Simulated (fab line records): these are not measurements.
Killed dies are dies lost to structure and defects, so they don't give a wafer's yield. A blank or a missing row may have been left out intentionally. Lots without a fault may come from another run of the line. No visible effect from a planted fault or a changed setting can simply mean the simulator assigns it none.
fab line records ; flow nandHarc ; part 2 of 2: steps 5 to 6 of 6
[record] lots = 24; wafers = 72; lastDay = 33
route steps=1302 shown P_M0@265 P_M1@302 P_M2@330 P_BONDPAD@367
lots with no fault: from the same line, run without faults
startH: hours from the record's opening day to when the first of the lot's shown wafers began ; waitH: how many hours have passed since the lot's step before this one ; " as in the row above ; L1.1+2: a row that stands for several wafers ; - either no value or no given start ; * or withheld: withheld ; < > ~ a bound
route shown NAME@n: a module of which the file shows steps, and the number in the route of the first ; usual: average and standard deviation across the fault-free wafers ; same: alike in all rows ; chamber/n: place in a boat ; sites: per-site readings ; _std_site: standard deviation across them ; _edge_site: mean of outer sites minus mean of inner sites ; radiusMm: how far each site lies from the wafer's centre ; mask NAME#n: copy n ; behind: the most recent tool/chamber to have shaped the wafer ; hold: reason for holding the lot/hours on hold/outcome of the hold ; device: transistor that didn't switch, given as n, p or np ; end of line: the same wafers' tests at the end of the route ; a step with no rows: only its recipe ; killed: the dies lost at the first sort to structure and to defects; this is not the yield of the wafer ; map: a wafer's dies, marking killed ones x, the rest . and places with no die _
set.NAME: the setting as run; set.NAME@STEP: as run at that earlier step ; model.NAME: the simulator's own value behind a step, which no gauge read
one table for each step of the route and one row for each wafer, over a sample of lots
services: when a tool's chamber went out of use (startH, in hours from the record's first day, below 0 if earlier), for how many hours, and the reason
[[steps]]
[step NHARC_P_M2_ETCH_28]
[recipe] targetDepthA = 300; overEtchFrac = 0.3; timeS = 72.99; ionEnergyEv = 150; cf4FlowSccm = 50; n2FlowSccm = 100; arFlowSccm = 150; rfW = 300; biasW = 100; chemistry = CF4/N2
[usual] drypumpMotorCurrentA = 5.3/0.38; oesProductAu = 1.003/0.011; rfFwdPowerW = 297.7/1.1; rfVppV = 314.5/2.4; showerheadPlenumPTorr = 2.64/0.13; throttleValvePct = 19.795/0.0092
lot.wafer;tool;chamber;startH;waitH;drypumpMotorCurrentA;oesProductAu;rfFwdPowerW;rfHoursCounterH;rfVppV;showerheadPlenumPTorr;throttleValvePct
L074.3;rieDiel-08;1;-;-;4.9;1.000;297.7;4.7;310.5;2.49;19.805
L074.1;rieDiel-08;2;-;-;5.4;1.013;299.7;4.3;316.7;2.70;19.801
L074.4;rieDiel-08;3;-;-;4.8;1.000;299.2;4.3;315.7;2.70;19.803
L075.3;rieDiel-01;2;-;-;5.8;0.993;297.2;5.8;312.0;2.49;19.803
L075.1;rieDiel-01;3;-;-;4.9;0.988;296.0;6.0;315.8;2.82;19.799
L075.5;rieDiel-01;1;-;-;4.9;1.019;299.6;-;315.7;2.75;19.785
L076.2;rieDiel-08;0;-;-;5.8;1.022;296.1;6.0;311.6;2.46;19.814
L076.4;rieDiel-08;1;-;-;4.9;1.008;296.1;6.4;311.8;2.49;19.794
L076.5;rieDiel-08;1;-;-;4.9;0.994;296.6;-;312.7;2.49;19.778
L077.1;rieDiel-08;3;-;-;4.9;0.995;297.3;6.3;315.2;2.70;19.803
L077.3;rieDiel-08;0;-;-;5.9;1.016;297.5;6.5;312.6;2.46;19.792
L077.2;rieDiel-08;2;-;-;5.4;1.010;297.7;7.2;313.9;2.70;19.794
L078.4;rieDiel-07;0;-;-;5.4;0.988;296.0;1.4;312.5;2.49;19.802
L078.5;rieDiel-07;2;-;-;5.9;0.998;297.8;-;316.5;2.77;19.794
L078.6;rieDiel-07;3;-;-;5.3;0.996;298.0;-;318.2;2.81;19.785
L079.4;rieDiel-01;1;-;-;4.9;1.022;299.4;6.5;316.0;2.75;19.791
L079.1;rieDiel-01;3;-;-;4.8;0.999;297.5;7.2;317.4;2.82;19.784
L079.6;rieDiel-01;0;-;-;5.4;0.995;299.1;-;314.1;2.66;19.791
L080.1;rieDiel-01;1;-;-;4.9;1.014;298.6;7.1;315.8;2.75;19.785
L080.4;rieDiel-01;0;-;-;5.4;1.007;298.3;6.4;315.3;2.66;19.793
L080.5;rieDiel-01;1;-;-;4.9;1.015;298.7;-;315.5;2.75;19.811
L081.4;rieDiel-01;2;-;-;5.7;1.004;297.5;7.5;311.8;2.49;19.793
L081.3;rieDiel-01;3;-;-;4.8;0.997;296.7;7.8;318.5;2.82;19.781
L081.5;rieDiel-01;2;-;-;5.7;1.005;296.7;-;311.6;2.49;19.810
L082.4;rieDiel-08;2;-;-;5.4;1.002;296.0;1.1;315.1;2.70;19.782
L082.6;rieDiel-08;0;-;-;5.9;1.026;298.1;-;312.2;2.46;19.802
L082.5;rieDiel-08;1;-;-;4.9;0.992;297.1;-;311.5;2.49;19.791
L083.3;rieDiel-07;1;-;-;5.1;1.018;297.3;3.2;312.0;2.51;19.796
L083.6;rieDiel-07;3;-;-;5.4;0.989;298.0;-;318.5;2.81;19.795
L083.5;rieDiel-07;0;-;-;5.4;0.987;297.8;-;313.4;2.49;19.784
L084.3;rieDiel-01;0;-;-;5.4;0.986;297.9;0.2;315.2;2.66;19.787
L084.4;rieDiel-01;1;-;-;4.9;1.014;296.4;0.3;316.3;2.75;19.788
L084.6;rieDiel-01;0;-;-;5.4;1.002;296.6;-;314.8;2.66;19.791
L085.1;rieDiel-07;3;-;-;5.3;0.991;298.4;3.9;316.6;2.81;19.805
L085.6;rieDiel-07;0;-;-;5.4;0.989;298.4;-;311.5;2.49;19.790
L085.5;rieDiel-07;1;-;-;5.1;1.008;297.5;-;313.1;2.51;19.798
L086.4;rieDiel-08;3;-;-;4.8;1.000;297.3;2.8;315.2;2.70;19.798
L086.1;rieDiel-08;0;-;-;5.9;1.020;296.7;4.6;310.3;2.46;19.784
L086.5;rieDiel-08;1;-;-;4.9;0.982;298.8;-;311.5;2.49;19.789
L087.2;rieDiel-07;0;-;-;5.4;0.994;296.7;3.9;311.9;2.49;19.809
L087.3;rieDiel-07;1;-;-;5.1;1.004;299.2;4.2;312.8;2.51;19.786
L087.5;rieDiel-07;3;-;-;5.3;1.004;298.0;-;317.3;2.81;19.811
L089.2;rieDiel-07;3;-;-;5.3;1.005;298.4;5.1;318.5;2.81;19.776
L089.1;rieDiel-07;1;-;-;5.1;1.017;296.4;5.6;311.6;2.51;19.805
L089.6;rieDiel-07;3;-;-;5.3;1.000;298.8;-;316.2;2.81;19.798
L088.4;rieDiel-01;3;-;-;4.8;1.009;295.2;3.2;317.8;2.82;19.797
L088.1;rieDiel-01;1;-;-;4.9;1.024;298.4;4.0;317.7;2.75;19.794
L088.3;rieDiel-01;2;-;-;5.7;0.999;295.6;3.2;310.6;2.49;19.802
L090.2;rieDiel-01;3;-;-;4.8;0.995;296.9;3.5;317.3;2.82;19.793
L090.4;rieDiel-01;1;-;-;4.9;1.036;298.9;4.5;315.6;2.75;19.797
L090.5;rieDiel-01;0;-;-;5.4;1.006;298.6;-;315.4;2.66;19.793
L091.4;rieDiel-01;2;-;-;5.8;1.004;298.1;3.9;311.7;2.48;19.797
L091.3;rieDiel-01;3;-;-;4.9;0.989;298.2;3.8;316.7;2.82;19.802
L091.1;rieDiel-01;0;-;-;5.4;0.987;297.0;4.9;314.3;2.66;19.793
L092.4;rieDiel-01;3;-;-;4.8;1.002;299.4;4.7;317.0;2.82;19.799
L092.1;rieDiel-01;2;-;-;5.8;0.994;297.0;4.8;312.9;2.48;19.796
L092.6;rieDiel-01;3;-;-;4.8;0.992;299.3;-;318.2;2.82;19.792
L094.4;rieDiel-01;2;-;-;5.8;0.996;297.3;5.5;311.0;2.48;19.798
L094.3;rieDiel-01;3;-;-;4.8;1.003;296.6;5.4;316.7;2.82;19.802
L094.5;rieDiel-01;2;-;-;5.8;1.006;298.2;-;312.4;2.48;19.783
L093.2;rieDiel-07;1;-;-;5.1;0.998;295.1;2.7;311.6;2.51;19.787
L093.6;rieDiel-07;1;-;-;5.1;1.007;296.1;-;312.6;2.51;19.800
L093.4;rieDiel-07;2;-;-;5.9;0.998;298.3;-;316.6;2.77;19.792
L095.4;rieDiel-08;1;-;-;4.9;0.993;299.6;14.0;311.2;2.48;19.813
L095.2;rieDiel-08;3;-;-;4.9;0.995;297.0;10.2;314.0;2.70;19.801
L095.6;rieDiel-08;1;-;-;4.9;0.991;299.7;-;312.9;2.48;19.780
L096.3;rieDiel-01;0;-;-;5.4;1.002;298.1;7.0;314.0;2.66;19.782
L096.1;rieDiel-01;2;-;-;5.8;1.000;297.4;6.8;312.5;2.48;19.786
L096.6;rieDiel-01;3;-;-;4.8;1.003;297.3;-;317.9;2.82;19.816
L097.1;rieDiel-07;1;-;-;5.1;1.013;297.8;6.3;311.1;2.51;19.790
L097.4;rieDiel-07;3;-;-;5.3;1.003;298.3;4.0;317.1;2.81;19.805
L097.5;rieDiel-07;1;-;-;5.1;1.021;297.9;-;313.6;2.51;19.792
[step NHARC_P_BONDPAD_DESCUM_11]
[recipe] timeS = 3; o2FlowSccm = 200; arFlowSccm = 0; biasPowerW = 0; chemistry = O2
[usual] drypumpMotorCurrentA = 5.7/0.53; oesProductAu = 0.995/0.01; rfVppV = 57.8/0.89; showerheadPlenumPTorr = 1.91/0.079; throttleValvePct = 11.311/0.0084
lot.wafer;tool;chamber;startH;waitH;drypumpMotorCurrentA;oesProductAu;rfHoursCounterH;rfVppV;showerheadPlenumPTorr;throttleValvePct
L074.3;rieDiel-12;2;135.55;-;5.5;0.984;0.9;56.9;1.85;11.305
L074.1;rieDiel-12;3;135.55;-;6.7;1.002;0.9;58.6;1.88;11.312
L074.4;rieDiel-12;0;135.55;-;5.2;0.995;0.8;57.5;1.95;11.321
L075.3;rieDiel-12;3;152.95;-;6.7;0.994;1.6;57.5;1.88;11.308
L075.1;rieDiel-12;1;152.95;-;6.0;1.000;1.5;58.7;1.98;11.307
L075.5;rieDiel-12;2;152.95;-;5.5;0.988;-;58.2;1.85;11.315
L076.2;rieDiel-12;3;162.70;-;6.7;1.002;1.7;58.3;1.88;11.313
L076.4;rieDiel-12;0;162.70;-;5.2;0.970;1.7;58.1;1.95;11.304
L076.5;rieDiel-12;0;162.70;-;5.2;0.982;-;57.9;1.95;11.319
L077.3;rieDiel-12;1;165.31;-;6.0;1.004;1.6;60.1;1.98;11.314
L077.2;rieDiel-12;2;165.31;-;5.5;0.986;1.6;56.9;1.85;11.320
L077.1;rieDiel-12;3;165.31;-;6.7;1.006;1.8;57.7;1.88;11.317
L078.4;rieDiel-12;0;172.00;-;5.2;0.977;1.9;57.1;1.95;11.312
L078.5;rieDiel-12;2;172.00;-;5.5;0.984;-;56.4;1.85;11.303
L078.6;rieDiel-12;3;172.00;-;6.7;1.011;-;58.0;1.88;11.307
L079.1;rieDiel-05;0;186.06;-;5.6;0.994;8.8;57.5;1.86;11.312
L079.4;rieDiel-05;3;186.06;-;5.0;0.991;8.8;57.4;2.02;11.307
L079.6;rieDiel-05;1;186.06;-;5.3;0.977;-;56.2;1.78;11.299
L080.1;rieDiel-05;0;197.03;-;5.6;1.002;9.1;58.7;1.86;11.311
L080.4;rieDiel-05;2;197.03;-;6.3;1.007;8.7;58.4;1.93;11.299
L080.5;rieDiel-05;1;197.03;-;5.3;0.981;-;57.3;1.78;11.313
L081.3;rieDiel-10;1;202.32;-;5.0;0.998;6.8;58.4;2.02;11.309
L081.4;rieDiel-10;2;202.32;-;5.6;0.993;7.6;57.9;1.89;11.321
L081.5;rieDiel-10;1;202.32;-;5.0;1.002;-;58.5;2.02;11.319
L082.4;rieDiel-12;0;213.24;-;5.2;0.991;3.8;57.9;1.95;11.310
L082.5;rieDiel-12;2;213.24;-;5.5;0.986;-;57.7;1.85;11.317
L082.6;rieDiel-12;3;213.24;-;6.7;1.007;-;57.8;1.88;11.306
L083.3;rieDiel-05;1;226.68;-;5.3;0.981;9.1;56.7;1.78;11.306
L083.5;rieDiel-05;0;226.68;-;5.6;0.988;-;57.1;1.86;11.331
L083.6;rieDiel-05;1;226.68;-;5.3;0.987;-;58.7;1.78;11.304
L084.3;rieDiel-10;0;231.41;-;6.2;1.007;8.7;58.9;2.06;11.313
L084.4;rieDiel-10;1;231.41;-;5.0;1.002;7.9;57.0;2.02;11.313
L084.6;rieDiel-10;1;231.41;-;5.0;1.013;-;57.6;2.02;11.315
L085.1;rieDiel-12;0;243.93;-;5.2;0.993;4.6;59.2;1.95;11.302
L085.6;rieDiel-12;0;243.93;-;5.2;0.993;-;58.5;1.95;11.305
L085.5;rieDiel-12;1;243.93;-;6.0;1.001;-;56.8;1.98;11.299
L086.1;rieDiel-10;2;252.75;-;5.6;0.988;0;57.6;1.89;11.305
L086.4;rieDiel-10;1;252.75;-;5.0;1.003;0;57.9;2.02;11.317
L086.5;rieDiel-10;2;252.75;-;5.6;0.990;-;58.9;1.89;11.317
L087.2;rieDiel-12;3;263.94;-;6.7;1.007;5.4;58.4;1.87;11.312
L087.3;rieDiel-12;2;263.94;-;5.5;0.990;5.2;56.0;1.85;11.303
L087.5;rieDiel-12;0;263.94;-;5.2;0.996;-;59.9;1.95;11.313
L089.2;rieDiel-12;1;284.67;-;6.0;1.001;0.1;57.9;1.97;11.301
L089.1;rieDiel-12;3;284.67;-;6.7;1.000;0.1;58.5;1.87;11.305
L089.6;rieDiel-12;2;284.67;-;5.5;0.987;-;57.8;1.85;11.314
L088.4;rieDiel-05;2;284.84;-;6.3;0.986;4.1;57.7;1.93;11.299
L088.1;rieDiel-05;3;284.84;-;5.0;0.987;4.8;58.2;2.02;11.295
L088.3;rieDiel-05;0;284.84;-;5.6;0.980;4.5;57.5;1.86;11.329
L090.2;rieDiel-05;1;305.24;-;5.3;0.995;4.2;56.9;1.78;11.312
L090.4;rieDiel-05;3;305.24;-;5.0;0.994;5.4;58.3;2.02;11.316
L090.5;rieDiel-05;0;305.24;-;5.6;0.977;-;57.1;1.86;11.311
L091.3;rieDiel-10;1;308.87;-;5.0;0.993;2.1;56.9;2.02;11.322
L091.1;rieDiel-10;3;308.87;-;6.1;0.992;3.5;56.2;1.83;11.325
L091.4;rieDiel-10;0;308.87;-;6.2;1.009;3.4;60.8;2.06;11.302
L092.4;rieDiel-10;0;318.46;-;6.2;0.999;3.6;58.4;2.06;11.333
L092.1;rieDiel-10;2;318.46;-;5.6;0.998;3.6;57.7;1.89;11.329
L092.6;rieDiel-10;0;318.46;-;6.2;1.004;-;59.1;2.06;11.323
L094.3;rieDiel-10;1;335.19;-;5.0;0.999;3.3;57.5;2.02;11.307
L094.4;rieDiel-10;2;335.19;-;5.6;0.992;4.5;58.3;1.89;11.313
L094.5;rieDiel-10;2;335.19;-;5.6;1.010;-;59.2;1.89;11.331
L093.2;rieDiel-05;0;336.08;-;5.6;0.986;7.0;56.6;1.86;11.308
L093.4;rieDiel-05;2;336.08;-;6.2;1.009;6.3;57.6;1.93;11.309
L093.6;rieDiel-05;0;336.08;-;5.6;0.974;-;57.5;1.86;11.319
L095.4;rieDiel-12;2;355.37;-;5.5;0.998;2.4;56.9;1.85;11.326
L095.2;rieDiel-12;0;355.37;-;5.2;1.002;2.6;58.6;1.95;11.316
L095.6;rieDiel-12;3;355.37;-;6.7;0.999;-;58.4;1.87;11.320
L096.3;rieDiel-12;2;361.92;-;5.5;0.976;2.6;56.8;1.85;11.297
L096.1;rieDiel-12;3;361.92;-;6.6;1.000;2.6;58.1;1.87;11.310
L096.6;rieDiel-12;1;361.92;-;6.0;0.998;-;57.4;1.97;11.315
L097.1;rieDiel-10;0;374.28;-;6.2;1.013;6.3;58.2;2.06;11.305
L097.4;rieDiel-10;2;374.28;-;5.6;0.997;6.3;57.2;1.89;11.310
L097.5;rieDiel-10;3;374.28;-;6.1;0.988;-;57.8;1.83;11.301
[[services]]
tool;chamber;startH;hours;kind
rieDiel-03;-;104.30;9.0;pm
rieDiel-03;1;116.00;6.8;repair
rieDiel-07;-;117.20;9.0;pm
rieDiel-03;1;169.93;6.0;repair
rieDiel-03;3;184.88;14.9;repair
rieDiel-08;-;190.80;9.0;pm
rieDiel-01;-;203.86;9.0;pm
rieDiel-03;2;219.86;4.2;repair
rieDiel-03;0;230.78;4.5;repair
rieDiel-08;3;238.97;2.2;repair
rieDiel-07;3;252.65;3.6;repair
rieDiel-03;0;252.70;7.2;repair
rieDiel-12;2;267.40;1.3;repair
rieDiel-12;-;268.40;9.0;pm
rieDiel-12;1;278.68;3.4;repair
rieDiel-03;-;281.30;9.0;pm
rieDiel-07;-;281.58;0.6;repair
rieDiel-12;1;291.57;20.1;repair
rieDiel-07;-;294.20;9.0;pm
rieDiel-03;2;302.23;9.1;repair
rieDiel-07;3;327.45;5.5;repair
rieDiel-07;0;350.20;1.6;repair
rieDiel-07;1;355.01;2.6;repair
rieDiel-08;-;367.80;9.0;pm
